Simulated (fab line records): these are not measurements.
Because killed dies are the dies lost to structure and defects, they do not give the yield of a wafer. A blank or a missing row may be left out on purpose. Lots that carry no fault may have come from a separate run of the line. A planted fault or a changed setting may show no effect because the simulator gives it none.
Chamber matching + flow n5_finfet + N5_ILD0_CMP_12 on cmp-01: 4 sister chambers
The step polishes SiNx, stops on poly-Si, t overpolish 6 s, target thk 17.67 nm. 16 wafers are shown with their chamber, then 8 later ones without.

EACH WAFER AND ITS CHAMBER
| wafer  | chamber | motor_current_A (A) | time_to_endpoint_s (s) | overpolish_run_s (s) |
|--------|---------|---------------------|------------------------|----------------------|
| L075.2 | 2       | 8.5                 | 26.3                   | 6.003                |
| L075.4 | 0       | 8.9                 | 30.5                   | 6.005                |
| L075.6 | 2       | 8.6                 | 26.5                   | 6.009                |
| L078.2 | 1       | 8.3                 | 27.4                   | 6.004                |
| L078.4 | 3       | 8.4                 | 29.1                   | 5.996                |
| L078.6 | 1       | 8.6                 | 27.8                   | 6.003                |
| L079.3 | 1       | 8.3                 | 28.7                   | 5.995                |
| L079.4 | 0       | 9.0                 | 29.0                   | 5.988                |
| L079.6 | 2       | 8.8                 | 29.1                   | 6.008                |
| L083.1 | 2       | 8.8                 | 30.0                   | 5.998                |
| L083.2 | 1       | 8.4                 | 27.8                   | 5.981                |
| L083.3 | 0       | 9.5                 | 30.4                   | 6.004                |
| L093.1 | 0       | 9.0                 | 29.3                   | 5.987                |
| L093.3 | 2       | 8.5                 | 27.0                   | 5.990                |
| L093.4 | 3       | 8.2                 | 32.1                   | 6.003                |
| L095.3 | 1       | 8.7                 | 24.9                   | 5.985                |

SIGNATURES (means of the wafers above)
| reading            | chamber 0 | chamber 1 | chamber 2 | chamber 3 | scatter within a chamber |
|--------------------|-----------|-----------|-----------|-----------|--------------------------|
| motor_current_A    | 9.100     | 8.460     | 8.640     | 8.300     | 0.197                    |
| time_to_endpoint_s | 29.800    | 27.320    | 27.780    | 30.600    | 1.46                     |
| overpolish_run_s   | 5.99600   | 5.99360   | 6.00160   | 5.99950   | 0.00909                  |
Rule: for each reading, subtract the chamber's mean from the wafer's reading, divide by that reading's scatter and square the result; add these up over the readings and take the root, which gives the wafer's distance from the chamber. The wafer belongs to the nearest chamber; if the next one is less than 2 further off, it can't be placed. The scatter is the square root of a quotient: the sum, over the shown wafers, of each reading's squared deviation from its chamber's mean, divided by wafers minus chambers.

WAFERS WITHOUT THEIR CHAMBER
| wafer  | motor_current_A (A) | time_to_endpoint_s (s) | overpolish_run_s (s) |
|--------|---------------------|------------------------|----------------------|
| L095.4 | 9.3                 | 26.2                   | 5.994                |
| L095.6 | 8.5                 | 27.7                   | 5.997                |
| L096.1 | 9.5                 | 30.7                   | 6.008                |
| L096.4 | 8.5                 | 29.0                   | 5.997                |
| L096.5 | 8.3                 | 28.4                   | 6.014                |
| L097.1 | 8.7                 | 27.9                   | 6.002                |
| L097.3 | 9.0                 | 32.0                   | 6.003                |
| L097.5 | 8.2                 | 28.3                   | 6.015                |

WHICH CHAMBER EACH WENT THROUGH
| wafer  | from the rows above               | in truth |
|--------|-----------------------------------|----------|
| L095.4 | can't be placed: 0 or 2 or 1      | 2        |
| L095.6 | can't be placed: 1 or 2 or 3      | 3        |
| L096.1 | 0                                 | 0        |
| L096.4 | can't be placed: 2 or 1 or 3 or 0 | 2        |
| L096.5 | can't be placed: 3 or 2 or 1      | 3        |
| L097.1 | can't be placed: 2 or 1           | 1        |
| L097.3 | can't be placed: 0 or 2 or 3      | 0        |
| L097.5 | can't be placed: 3 or 2 or 1      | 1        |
Correctly placed: 1 of 8. Cannot be placed on the basis of these rows: 7; the candidates contain the true chamber in 7. Number placed wrongly: 0.
